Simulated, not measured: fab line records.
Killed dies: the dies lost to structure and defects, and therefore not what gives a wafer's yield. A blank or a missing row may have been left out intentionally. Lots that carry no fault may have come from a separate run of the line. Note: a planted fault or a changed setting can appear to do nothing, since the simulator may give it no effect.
Chamber matching | flow nandHarc | NHARC_A_DECK1_JOINT_ETCHBACK_07 on rieSi-01 has 4 sister chambers
The step etches the open film in HBr, target depth 105 nm, time 26.9 s. 16 wafers are shown with their chamber, then 8 later ones without.

## WAFERS, EACH WITH ITS CHAMBER
wafer  | chamber | drypumpMotorCurrentA (A) | throttleValvePct (%) | oesProductAu (a.u.)
L074.2 | 0       | 5.6                      | 23.276               | 0.999
L074.3 | 3       | 5.6                      | 23.263               | 1.011
L074.5 | 2       | 6.0                      | 23.266               | 1.007
L075.2 | 1       | 5.8                      | 23.263               | 0.985
L075.3 | 0       | 5.7                      | 23.264               | 0.989
L075.5 | 3       | 5.5                      | 23.262               | 1.004
L078.3 | 0       | 5.6                      | 23.284               | 0.984
L078.4 | 2       | 6.0                      | 23.255               | 1.001
L078.5 | 0       | 5.6                      | 23.269               | 0.987
L084.3 | 3       | 5.6                      | 23.277               | 1.001
L084.4 | 2       | 6.0                      | 23.259               | 1.002
L084.6 | 1       | 5.8                      | 23.259               | 1.005
L091.3 | 2       | 6.0                      | 23.281               | 0.997
L091.4 | 0       | 5.7                      | 23.275               | 1.008
L091.5 | 2       | 6.0                      | 23.259               | 0.993
L093.1 | 2       | 6.0                      | 23.261               | 0.999

SIGNATURES (averages over the wafers above)
reading              | chamber 0 | chamber 1 | chamber 2 | chamber 3 | scatter within a chamber
drypumpMotorCurrentA | 5.640     | 5.800     | 6.000     | 5.567     | 0.0394
throttleValvePct     | 23.27360  | 23.26100  | 23.26350  | 23.26733  | 0.00821
oesProductAu         | 0.99340   | 0.99500   | 0.99983   | 1.00533   | 0.00795
Rule: for a wafer and a chamber, the distance is found by dividing, reading by reading, the gap between the wafer's reading and the chamber's mean by the reading's scatter, squaring, summing and taking the root. The wafer belongs to the nearest chamber; if the next one is less than 2 further off, it can't be placed. The scatter is the square root of a quotient: the sum, over the shown wafers, of each reading's squared deviation from its chamber's mean, divided by wafers minus chambers.

## WAFERS WITH NO CHAMBER GIVEN
wafer  | drypumpMotorCurrentA (A) | throttleValvePct (%) | oesProductAu (a.u.)
L093.5 | 6.0                      | 23.270               | 1.000
L093.6 | 5.8                      | 23.275               | 1.009
L094.1 | 5.6                      | 23.268               | 1.011
L094.3 | 5.8                      | 23.271               | 1.006
L094.6 | 5.6                      | 23.275               | 1.000
L095.1 | 5.8                      | 23.282               | 0.994
L095.4 | 6.0                      | 23.271               | 0.998
L095.5 | 5.6                      | 23.252               | 1.006

## WHICH CHAMBER EACH WENT THROUGH
wafer  | from the rows above     | in truth
L093.5 | 2                       | 2
L093.6 | 1                       | 1
L094.1 | can't be placed: 3 or 0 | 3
L094.3 | 1                       | 1
L094.6 | can't be placed: 0 or 3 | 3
L095.1 | can't be placed: 1 or 0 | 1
L095.4 | 2                       | 2
L095.5 | can't be placed: 3 or 0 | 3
Placed correctly: 4 of 8. Unplaceable from these rows: 4, with the true chamber sitting among the candidates in 4. 0 placed wrongly.
